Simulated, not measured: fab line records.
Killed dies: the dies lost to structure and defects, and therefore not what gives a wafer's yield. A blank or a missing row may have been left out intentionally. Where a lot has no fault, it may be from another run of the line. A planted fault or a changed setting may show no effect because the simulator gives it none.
fab line records	flow n5-finfet	part 1 of 2: steps 1 to 23 of 35
record: lots: 5	wafers: 15	last-day: 18
route steps=1938 shown BEOL_M6@1238 BEOL_M7@1263
lots untouched by any fault: they come from a run of this same line in which no faults occurred
start-h: hours from the record's first day to the start of the lot's first wafer shown	wait-h: hours since the lot's step before	" identical to the entry in the row above	L1.1+2: a row that stands for several wafers	- no value present, or no start provided	* or withheld: withheld	< > ~ a bound
route shown NAME@n: names a module that has steps shown in the file, with the first one's number in the route	usual: average and standard deviation across the fault-free wafers	same: alike in all rows	chamber/n: place in a boat	sites: readings site by site	_std_site: how widely they spread, as a standard deviation	_edge_site: the outer-site mean with the inner-site mean subtracted	radius-mm: for every site, how far away it sits from the centre of the wafer	mask NAME#n: copy n	behind: the most recent tool/chamber to have shaped the wafer	hold: what put the lot on hold/how long, in hours/how the hold closed	device: transistor that didn't switch, given as n, p or np	end of line: tests run on the same wafers once the route is complete	a step given without rows: its recipe and nothing more	killed: not the wafer's yield, but the dies lost to structure and defects at the first sort	map: dies across one wafer; x = killed, . = not, _ = none there
set.NAME: the setting the step ran with; set.NAME@STEP: the setting that earlier step ran with	model.NAME: the simulator's own value behind a step, which no gauge read
certain route steps with their lots: each step a table, each wafer a row
services: a tool's chamber out of use, with start hour (start-h, from the record's first day; less than 0 if before it), hours out, and reason
== steps ==
step: N5_BEOL_M6_STRIP_36
recipe: chemistry: N2/H2	power-w: 450	temp-c: 40	pressure-mtorr: 20	rf-frequency-hz: 6e+07	overash-fraction: 0.3	bias-power-w: 7	h2-frac: 0.5	n2-flow-sccm: 200	h2-flow-sccm: 200
usual: drypump-motor-current-A: 6.0/0.52	oes-product-au: 0.79/0.093	rf-vpp-V: 59.2/1.5	showerhead-plenum-p-Torr: 2.59/0.087	throttle-valve-pct: 23.6/0.31
same: overash-fraction: 0.3
lot.wafer	tool	chamber	start-h	wait-h	drypump-motor-current-A	oes-product-au	rf-hours-counter-h	rf-vpp-V	showerhead-plenum-p-Torr	throttle-valve-pct
L077.3	rie-diel-05	3	220.54	0.0	6.2	0.70	250	59.2	2.39	23.6
L077.4	"	3	"	"	6.2	0.71	-	61.3	2.39	23.6
L077.6	"	1	"	"	6.5	0.69	-	56.9	2.52	23.2
L085.2	rie-diel-05	0	266.63	0.0	5.6	0.96	17	59.9	2.58	23.6
L085.4	"	3	"	"	6.2	0.97	6	57.4	2.70	23.5
L085.5	"	0	"	"	5.6	0.98	-	57.3	2.58	23.6
L086.1	rie-diel-02	2	266.69	0.0	5.7	0.79	115	61.6	2.56	24.1
L086.2	"	0	"	"	6.2	0.69	234	60.5	2.60	23.3
L086.6	"	2	"	"	5.6	0.79	-	58.4	2.56	24.1
L091.2	rie-diel-02	2	300.91	0.0	5.6	0.77	127	63.2	2.56	24.1
L091.3	"	1	"	"	6.5	0.87	62	58.9	2.69	23.3
L091.4	"	0	"	"	6.3	0.68	245	57.6	2.60	23.3
L095.2	rie-diel-01	3	331.16	0.0	5.1	0.78	105	58.4	2.46	23.3
L095.3	"	2	"	"	4.9	0.68	243	59.1	2.40	23.8
L095.6	"	3	"	"	5.1	0.78	-	59.2	2.46	23.3
step: N5_BEOL_M6_TRENCH_ETCH_37
recipe: chemistry: C4F6/O2	target-depth-a: 944.35	target: SiCOH_lowk	time-s: 31.5	ion-energy-ev: 250	pressure-mtorr: 30	source-w: 345	bias-w: 185	Ar_flow_sccm: 300	C4F6_flow_sccm: 10	O2_flow_sccm: 10
usual: drypump-motor-current-A: 6.0/0.52	oes-product-au: 0.79/0.094	rf-vpp-V: 669/10	showerhead-plenum-p-Torr: 2.91/0.096	throttle-valve-pct: 20.84/0.24
lot.wafer	tool	chamber	start-h	wait-h	drypump-motor-current-A	oes-product-au	rf-hours-counter-h	rf-vpp-V	showerhead-plenum-p-Torr	throttle-valve-pct
L077.3	rie-diel-05	3	-	-	6.2	0.70	250	644	2.69	20.89
L077.4	"	3	"	"	6.3	0.71	-	644	2.69	20.89
L077.6	"	1	"	"	6.5	0.69	-	676	2.80	20.52
L085.2	rie-diel-05	0	-	-	5.6	0.95	17	682	2.92	20.98
L085.4	"	3	"	"	6.2	0.96	6	654	3.03	20.60
L085.5	"	0	"	"	5.6	0.96	-	681	2.92	21.00
L086.1	rie-diel-02	2	-	-	5.7	0.78	115	672	2.84	20.84
L086.2	"	0	"	"	6.2	0.69	234	678	2.92	20.63
L086.6	"	2	"	"	5.7	0.77	-	673	2.84	20.86
L091.2	rie-diel-02	2	-	-	5.6	0.76	127	673	2.84	20.85
L091.3	"	1	"	"	6.5	0.85	62	675	3.00	20.55
L091.4	"	0	"	"	6.2	0.68	245	677	2.91	20.66
L095.2	rie-diel-01	3	-	-	5.1	0.78	105	653	2.78	20.82
L095.3	"	2	"	"	4.9	0.67	243	659	2.69	20.97
L095.6	"	3	"	"	5.1	0.79	-	652	2.78	20.82
step: N5_BEOL_M6_ETCH_41
recipe: chemistry: CH3F/O2	target: SiCN	target-depth-a: 297	taper-deg: 2	time-s: 52	ion-energy-ev: 120	mask-material: TiN	pressure-mtorr: 30	source-w: 395	bias-w: 75	Ar_flow_sccm: 150	CH3F_flow_sccm: 30	O2_flow_sccm: 20
usual: drypump-motor-current-A: 6.0/0.52	oes-product-au: 0.79/0.093	rf-vpp-V: 298.1/1.6	showerhead-plenum-p-Torr: 2.04/0.071	throttle-valve-pct: 16.24/0.2
lot.wafer	tool	chamber	start-h	wait-h	drypump-motor-current-A	oes-product-au	rf-hours-counter-h	rf-vpp-V	showerhead-plenum-p-Torr	throttle-valve-pct
L077.3	rie-diel-05	3	-	-	6.2	0.72	250	294.4	1.89	16.32
L077.4	"	3	"	"	6.2	0.71	-	296.2	1.89	16.34
L077.6	"	1	"	"	6.5	0.70	-	297.0	1.97	16.02
L085.2	rie-diel-05	0	-	-	5.6	0.97	17	298.2	2.06	16.29
L085.4	"	3	"	"	6.3	0.96	6	299.5	2.13	15.93
L085.5	"	0	"	"	5.6	0.96	-	297.7	2.06	16.30
L086.1	rie-diel-02	2	-	-	5.6	0.79	116	296.5	2.00	16.25
L086.2	"	0	"	"	6.3	0.69	234	298.6	2.05	16.13
L086.6	"	2	"	"	5.6	0.78	-	296.4	2.00	16.26
L091.2	rie-diel-02	2	-	-	5.7	0.78	127	298.5	1.99	16.28
L091.3	"	1	"	"	6.5	0.86	62	298.3	2.11	15.98
L091.4	"	0	"	"	6.2	0.68	245	298.8	2.05	16.12
L095.2	rie-diel-01	3	-	-	5.1	0.79	105	294.2	1.95	16.20
L095.3	"	2	"	"	4.9	0.68	243	296.4	1.89	16.42
L095.6	"	3	"	"	5.1	0.79	-	296.0	1.95	16.19
step: N5_BEOL_M6_STRIP_80
recipe: chemistry: N2/H2	time-s: 10	power-w: 450	temp-c: 40	pressure-mtorr: 20	rf-frequency-hz: 6e+07	bias-power-w: 7	n2-flow-sccm: 200	h2-flow-sccm: 200
usual: drypump-motor-current-A: 6.0/0.52	oes-product-au: 0.79/0.093	rf-vpp-V: 59.4/0.93	showerhead-plenum-p-Torr: 2.59/0.087	throttle-valve-pct: 23.6/0.31
lot.wafer	tool	chamber	start-h	wait-h	drypump-motor-current-A	oes-product-au	rf-hours-counter-h	rf-vpp-V	showerhead-plenum-p-Torr	throttle-valve-pct
L077.3	rie-diel-05	3	-	-	6.2	0.70	250	57.5	2.39	23.6
L077.4	"	3	"	"	6.3	0.71	-	59.3	2.39	23.6
L077.6	"	1	"	"	6.5	0.69	-	58.6	2.52	23.3
L085.2	rie-diel-05	0	-	-	5.6	0.95	17	60.5	2.58	23.6
L085.4	"	3	"	"	6.2	0.95	6	59.0	2.70	23.5
L085.5	"	0	"	"	5.6	0.94	-	59.8	2.58	23.6
L086.1	rie-diel-02	2	-	-	5.7	0.78	116	58.3	2.56	24.1
L086.2	"	0	"	"	6.2	0.69	234	58.9	2.60	23.3
L086.6	"	2	"	"	5.7	0.77	-	60.2	2.56	24.1
L091.2	rie-diel-02	2	-	-	5.6	0.77	127	58.3	2.56	24.1
L091.3	"	1	"	"	6.5	0.86	62	59.1	2.69	23.3
L091.4	"	0	"	"	6.2	0.68	245	58.2	2.60	23.3
L095.2	rie-diel-01	3	-	-	5.1	0.78	105	57.8	2.46	23.2
L095.3	"	2	"	"	4.9	0.67	243	59.7	2.40	23.9
L095.6	"	3	"	"	5.1	0.78	-	58.9	2.46	23.3
step: N5_BEOL_M6_OCD_MEAS_38
usual: trench-depth-nm: 94.5/1.8
lot.wafer	tool	chamber	start-h	wait-h	trench-depth-nm
L077.3	ocd-02	-	220.74	-	96.7
L077.4	"	-	"	"	96.8
L077.6	"	-	"	"	92.6
L085.2	ocd-02	-	266.83	-	96.6
L085.4	"	-	"	"	95.5
L085.5	"	-	"	"	97.7
L086.1	ocd-01	-	266.89	-	95.3
L086.2	"	-	"	"	93.8
L086.6	"	-	"	"	94.5
L091.2	ocd-01	-	301.10	-	95.7
L091.3	"	-	"	"	93.7
L091.4	"	-	"	"	94.0
L095.2	ocd-02	-	331.36	-	94.2
L095.3	"	-	"	"	92.0
L095.6	"	-	"	"	94.9
step: N5_BEOL_M6_HM_STRIP_39
recipe: chemistry: peroxide-tin-strip	material: TiN	target-depth-a: 250	temp-c: 50	time-s: 158
lot.wafer	tool	chamber	start-h	wait-h
L077.3+4+6	wet-bench-06	2,7,4	220.77	0.0
L085.2+4+5	wet-bench-06	0,1,2	266.86	0.0
L086.1+2+6	wet-bench-02	0,3,4	266.92	0.0
L091.2+3+4	wet-bench-06	0,6,2	301.13	0.0
L095.2+3+6	wet-bench-02	6,4,7	331.39	0.0
step: N5_BEOL_M6_SRD_40
recipe: time-s: 30	temp-c: 23	rinse-liquid: diw	dry: ipa-marangoni
lot.wafer	tool	chamber	start-h	wait-h
L077.3+4+6	wet-bench-06	2,7,4	220.81	0.0
L085.2+4+5	wet-bench-06	0,1,2	266.91	0.0
L086.1+2+6	wet-bench-02	0,3,4	266.97	0.0
L091.2+3+4	wet-bench-06	0,6,2	301.18	0.0
L095.2+3+6	wet-bench-02	6,4,7	331.44	0.0
step: N5_BEOL_M6_PRECLEAN_42
recipe: chemistry: residue-remover	time-s: 60	temp-c: 40
lot.wafer	tool	chamber	start-h	wait-h
L077.3+4+6	wet-bench-06	2,7,4	220.83	0.0
L085.2+4+5	wet-bench-06	0,1,2	266.93	0.0
L086.1+2+6	wet-bench-02	0,3,4	266.99	0.0
L091.2+3+4	wet-bench-06	0,6,2	301.20	0.0
L095.2+3+6	wet-bench-02	6,4,7	331.45	0.0
step: N5_BEOL_M6_SRD_43
recipe: time-s: 30	temp-c: 23	rinse-liquid: diw	dry: ipa-marangoni
lot.wafer	tool	chamber	start-h	wait-h
L077.3+4+6	wet-bench-06	2,7,4	220.85	0.0
L085.2+4+5	wet-bench-06	0,1,2	266.95	0.0
L086.1+2+6	wet-bench-02	0,3,4	267.01	0.0
L091.2+3+4	wet-bench-06	0,6,2	301.21	0.0
L095.2+3+6	wet-bench-02	6,4,7	331.47	0.0
step: N5_BEOL_M6_CD_MEAS_35
recipe: target-cd-nm: 40	target-cd-y-nm: 28	polarity: opening
usual: cd-nm: 40.0/0.59
lot.wafer	tool	chamber	start-h	wait-h	cd-nm
L077.3	cd-sem-02	-	220.89	0.0	38.6
L077.4	"	-	"	"	39.4
L077.6	"	-	"	"	40.2
L085.2	cd-sem-03	-	266.99	0.0	40.8
L085.4	"	-	"	"	39.6
L085.5	"	-	"	"	40.6
L086.1	cd-sem-03	-	267.05	0.0	39.8
L086.2	"	-	"	"	40.9
L086.6	"	-	"	"	39.5
L091.2	cd-sem-02	-	301.26	0.0	40.0
L091.3	"	-	"	"	41.4
L091.4	"	-	"	"	40.6
L095.2	cd-sem-01	-	331.51	0.0	40.4
L095.3	"	-	"	"	40.3
L095.6	"	-	"	"	40.2
step: N5_BEOL_M6_CURE_75
recipe: temp-c: 370	time-s: 120	ambient: DMADMS/He	material: SiCOH_lowk
usual: lamp-power-pct: 52.30/0.054	wafer_temp_C_max: 371.8/0.87
lot.wafer	tool	chamber	start-h	wait-h	lamp-power-pct	wafer_temp_C_max
L077.3	uv-cure-03	0	221.03	0.1	52.29	373.0
L077.4	"	0	"	"	52.31	372.4
L077.6	"	0	"	"	52.26	372.0
L085.2	uv-cure-02	0	267.13	0.1	52.38	371.2
L085.4	"	0	"	"	52.31	371.6
L085.5	"	0	"	"	52.28	371.3
L086.1	uv-cure-01	2	267.25	0.2	52.24	370.8
L086.2	"	2	"	"	52.34	371.1
L086.6	"	2	"	"	52.39	370.7
L091.2	uv-cure-02	1	301.35	0.1	52.35	371.5
L091.3	"	1	"	"	52.32	371.0
L091.4	"	1	"	"	52.40	371.6
L095.2	uv-cure-03	0	331.68	0.2	52.31	371.8
L095.3	"	0	"	"	52.25	372.9
L095.6	"	0	"	"	52.23	371.8
step: N5_BEOL_M6_DEGAS_44
recipe: ambient: vacuum	temp-c: 250	time-s: 60
usual: heater-power-w: 330/35
lot.wafer	tool	chamber	start-h	wait-h	heater-power-w
L077.3	pvd-sputter-03	-	221.50	0.4	365
L077.4	"	-	"	"	291
L077.6	"	-	"	"	300
L086.1	pvd-sputter-01	-	267.61	0.3	418
L086.2	"	-	"	"	324
L086.6	"	-	"	"	423
L085.2	pvd-sputter-01	-	267.69	0.5	408
L085.4	"	-	"	"	322
L085.5	"	-	"	"	333
L091.2	pvd-sputter-02	-	302.06	0.7	342
L091.3	"	-	"	"	342
L091.4	"	-	"	"	308
L095.2	pvd-sputter-03	-	332.22	0.5	299
L095.3	"	-	"	"	321
L095.6	"	-	"	"	294
step: N5_BEOL_M6_PRE_CLEAN_45
recipe: gas: H2/He	time-s: 30	temp-c: 250
usual: heater-power-w: 329/35
lot.wafer	tool	chamber	start-h	wait-h	heater-power-w
L077.3	pvd-sputter-03	-	221.54	0.0	360
L077.4	"	-	"	"	300
L077.6	"	-	"	"	294
L086.1	pvd-sputter-01	-	267.65	0.0	411
L086.2	"	-	"	"	320
L086.6	"	-	"	"	410
L085.2	pvd-sputter-01	-	267.73	0.0	408
L085.4	"	-	"	"	332
L085.5	"	-	"	"	328
L091.2	pvd-sputter-02	-	302.10	0.0	335
L091.3	"	-	"	"	339
L091.4	"	-	"	"	300
L095.2	pvd-sputter-03	-	332.26	0.0	293
L095.3	"	-	"	"	312
L095.6	"	-	"	"	292
step: N5_BEOL_M6_ALD_77
recipe: material: TaN	target-thk-a: 20	temp-c: 275	ald-precursor-family: PDMAT	ald-co-reactant: NH3	pressure-torr: 3	carrier-flow-sccm: 1500	pulse-time-s: 2	purge-time-s: 3	co-reactant-purge-time-s: 2	co-reactant-pulse-time-s: 3	ald-cycles: 40	precursor-vessel-temp-c: 75	precursor-vessel-pressure-torr: 26.25	precursor-vessel-carrier-sccm: 1000
usual: heater-power-w: 424/45
lot.wafer	tool	chamber	start-h	wait-h	heater-power-w
L077.3	ald-metal-01	1	221.62	0.1	389
L077.4	"	0	"	"	378
L077.6	"	1	"	"	405
L086.1	ald-metal-03	2	267.71	0.0	451
L086.2	"	1	"	"	367
L086.6	"	3	"	"	433
L085.2	ald-metal-01	1	267.79	0.0	386
L085.4	"	0	"	"	376
L085.5	"	3	"	"	424
L091.2	ald-metal-01	3	302.16	0.0	436
L091.3	"	0	"	"	369
L091.4	"	1	"	"	379
L095.2	ald-metal-02	1	332.39	0.1	434
L095.3	"	2	"	"	474
L095.6	"	0	"	"	359
step: N5_BEOL_M6_SURFACE_TREAT_79
recipe: gas: Ar	time-s: *	ion-energy-ev: *	ion-current-ma-cm2: 0.5	pressure-mtorr: *	ar-flow-sccm: 30
usual: throttle-valve-pct: *
lot.wafer	tool	chamber	start-h	wait-h	throttle-valve-pct
L077.3	pvd-sputter-03	-	221.92	0.2	*
L077.4	"	-	"	"	*
L077.6	"	-	"	"	*
L086.1	pvd-sputter-03	-	268.09	0.2	*
L086.2	"	-	"	"	*
L086.6	"	-	"	"	*
L085.2	pvd-sputter-01	-	268.18	0.3	*
L085.4	"	-	"	"	*
L085.5	"	-	"	"	*
L091.2	pvd-sputter-02	-	302.54	0.2	*
L091.3	"	-	"	"	*
L091.4	"	-	"	"	*
L095.2	pvd-sputter-02	-	332.78	0.3	*
L095.3	"	-	"	"	*
L095.6	"	-	"	"	*
step: N5_BEOL_M6_CVD_78
recipe: material: Co	target-thk-a: 20	temp-c: withheld	precursor: CCTBA/H2	pressure-torr: 30	time-s: 142.3
lot.wafer	tool	chamber	start-h	wait-h
L077.3+4+6	cvd-co-02	2,2,0	221.98	0.0
L086.1+2+6	cvd-co-02	0,1,1	268.15	0.0
L085.2+4+5	cvd-co-01	2,0,1	268.24	0.0
L091.2+3+4	cvd-co-02	1,0,1	302.83	0.3
L095.2+3+6	cvd-co-01	0,1,1	332.84	0.0
step: N5_BEOL_M6_SPUTTER_48
recipe: material: Cu	target-thk-a: 100	temp-c: -20	bias-v: 60	power-w: 26000	chamber-pressure-pa: 0.13	time-s: 1.667
usual: throttle-valve-pct: 30.1/0.99
lot.wafer	tool	chamber	start-h	wait-h	throttle-valve-pct
L077.3	pvd-sputter-02	-	222.10	0.1	29.8
L077.4	"	-	"	"	29.3
L077.6	"	-	"	"	29.6
L086.1	pvd-sputter-02	-	268.29	0.1	28.1
L086.2	"	-	"	"	31.5
L086.6	"	-	"	"	27.9
L085.2	pvd-sputter-02	-	268.37	0.1	29.4
L085.4	"	-	"	"	31.5
L085.5	"	-	"	"	31.7
L091.2	pvd-sputter-03	-	303.46	0.6	30.7
L091.3	"	-	"	"	29.6
L091.4	"	-	"	"	29.2
L095.2	pvd-sputter-02	-	333.02	0.1	31.8
L095.3	"	-	"	"	28.1
L095.6	"	-	"	"	28.1
step: N5_BEOL_M6_ECD_50
recipe: material: Cu	target-thk-a: 3000
lot.wafer	tool	chamber	start-h	wait-h
L077.3+4+6	ecd-cu-01	1,0,1	222.24	0.1
L086.1+2+6	ecd-cu-01	1,0,1	268.40	0.1
L085.2+4+5	ecd-cu-02	0	268.48	0.1
L091.2+3+4	ecd-cu-01	1,1,0	303.57	0.1
L095.2+3+6	ecd-cu-01	0,1,1	333.14	0.1
step: N5_BEOL_M6_ANNEAL_51
recipe: temp-c: 225	time-s: 90	ambient: N2
usual: anneal-temp-c: 224.97/0.17	wafer_temp_C_max: 226.2/0.32
lot.wafer	tool	chamber	start-h	wait-h	anneal-temp-c	wafer_temp_C_max
L077.3	rtp-anneal-02	0	222.40	0.1	224.61	226.0
L077.4	"	0	"	"	224.79	226.0
L077.6	"	0	"	"	224.73	225.9
L086.1	rtp-anneal-02	0	268.79	0.4	224.96	226.2
L086.2	"	0	"	"	225.13	225.9
L086.6	"	0	"	"	224.97	225.6
L085.2	rtp-anneal-01	0	268.92	0.4	225.12	226.3
L085.4	"	0	"	"	225.10	225.8
L085.5	"	0	"	"	224.87	226.5
L091.2	rtp-anneal-01	0	304.25	0.6	225.25	226.4
L091.3	"	0	"	"	225.07	226.5
L091.4	"	0	"	"	225.02	226.7
L095.2	rtp-anneal-01	0	333.54	0.4	224.99	226.2
L095.3	"	0	"	"	224.69	226.6
L095.6	"	0	"	"	224.76	226.5
step: N5_BEOL_M6_CMP_52
recipe: stop-on: SiCOH_lowk	t-overpolish-s: 6.9	down-force-psi: 1	platen-rpm: 50	clearing-platen-down-force-psi: 1.5	clearing-platen-rpm: 50	post-cmp-clean: cu-alkaline	target-thk-nm: 80	clearing-platen-pad-velocity-m-s: 0.99484	pad-velocity-m-s: 0.99484
usual: barrier-field-endpoint-s: 29.1/0.76	motor-current-A: 6.3/0.68	overpolish-run-s: 6.899/0.0092	time-to-endpoint-s: 63/3.3
lot.wafer	tool	chamber	start-h	wait-h	barrier-field-endpoint-s	motor-current-A	overpolish-run-s	time-to-endpoint-s
L077.4	cmp-01	1	222.60	0.1	29.1	6.8	6.874	61
L077.3	"	3	"	"	29.6	5.8	6.894	65
L077.6	"	1	"	"	28.8	6.6	6.893	63
L086.1	cmp-01	2	269.16	0.3	28.4	5.9	6.910	55
L086.2	"	3	"	"	29.5	6.4	6.906	64
L086.6	"	1	"	"	28.7	6.5	6.896	62
L085.2	cmp-04	2	269.21	0.2	29.0	5.4	6.901	64
L085.4	"	0	"	"	28.1	6.0	6.902	63
L085.5	"	2	"	"	29.2	5.6	6.896	65
L091.4	cmp-04	0	304.50	0.1	28.0	5.4	6.888	59
L091.2	"	1	"	"	29.8	6.2	6.890	68
L091.3	"	3	"	"	28.6	7.7	6.896	63
L095.3	cmp-02	3	334.40	0.8	28.7	6.5	6.897	61
L095.2	"	1	"	"	27.5	6.8	6.895	60
L095.6	"	3	"	"	29.1	7.1	6.907	59
step: N5_BEOL_M6_THK_MEAS_53
recipe: thk-meas-gauge: xrf	reads: Cu_of_BEOL_M6_ECD_50
usual: M6_THK: 81.2/2.2
lot.wafer	tool	chamber	start-h	wait-h	M6_THK[nm]
L077.3	film-metro-01	-	222.90	-	84.5
L077.4	"	-	"	"	83.4
L077.6	"	-	"	"	77.5
L086.1	film-metro-02	-	269.38	-	81.5
L086.2	"	-	"	"	81.1
L086.6	"	-	"	"	81.4
L085.2	film-metro-01	-	269.47	-	82.9
L085.4	"	-	"	"	82.4
L085.5	"	-	"	"	85.6
L091.2	film-metro-01	-	304.79	-	82.0
L091.3	"	-	"	"	79.8
L091.4	"	-	"	"	79.3
L095.2	film-metro-01	-	334.69	-	79.7
L095.3	"	-	"	"	78.4
L095.6	"	-	"	"	80.3
step: N5_BEOL_M6_PRE_CLEAN_55
recipe: gas: NH3	time-s: 15	temp-c: withheld	rf-power-w: 300
lot.wafer	tool	chamber	start-h	wait-h
L077.3+4+6	pecvd-02	2,1,2	222.93	0.0
L086.1+2+6	pecvd-03	1,2,2	269.42	0.0
L085.2+4+5	pecvd-02	1,2,0	269.51	0.0
L091.2+3+4	pecvd-04	2,1,1	304.83	0.0
L095.2+3+6	pecvd-04	1	334.74	0.0
step: N5_BEOL_M6_DEP_56
recipe: material: SiCN	target-thk-a: 100	temp-c: withheld	precursor: 3MS/NH3	pressure-torr: 3	rf-w: 202	time-s: 17.5
usual: showerhead-plenum-p-Torr: 3.665/0.016	throttle-valve-pct: 8.9/0.38
lot.wafer	tool	chamber	start-h	wait-h	showerhead-plenum-p-Torr	throttle-valve-pct
L077.3	pecvd-02	2	222.96	0.0	3.682	9.0
L077.4	"	1	"	"	3.660	8.6
L077.6	"	2	"	"	3.682	8.9
L086.1	pecvd-03	1	269.44	0.0	3.700	9.2
L086.2	"	2	"	"	3.658	8.3
L086.6	"	2	"	"	3.655	8.3
L085.2	pecvd-02	1	269.53	0.0	3.644	8.8
L085.4	"	2	"	"	3.681	8.8
L085.5	"	0	"	"	3.663	8.9
L091.2	pecvd-04	2	304.85	0.0	3.662	9.2
L091.3	"	1	"	"	3.651	9.4
L091.4	"	1	"	"	3.669	9.3
L095.2	pecvd-04	1	334.82	0.1	3.649	9.1
L095.3	"	1	"	"	3.660	9.3
L095.6	"	1	"	"	3.649	9.2
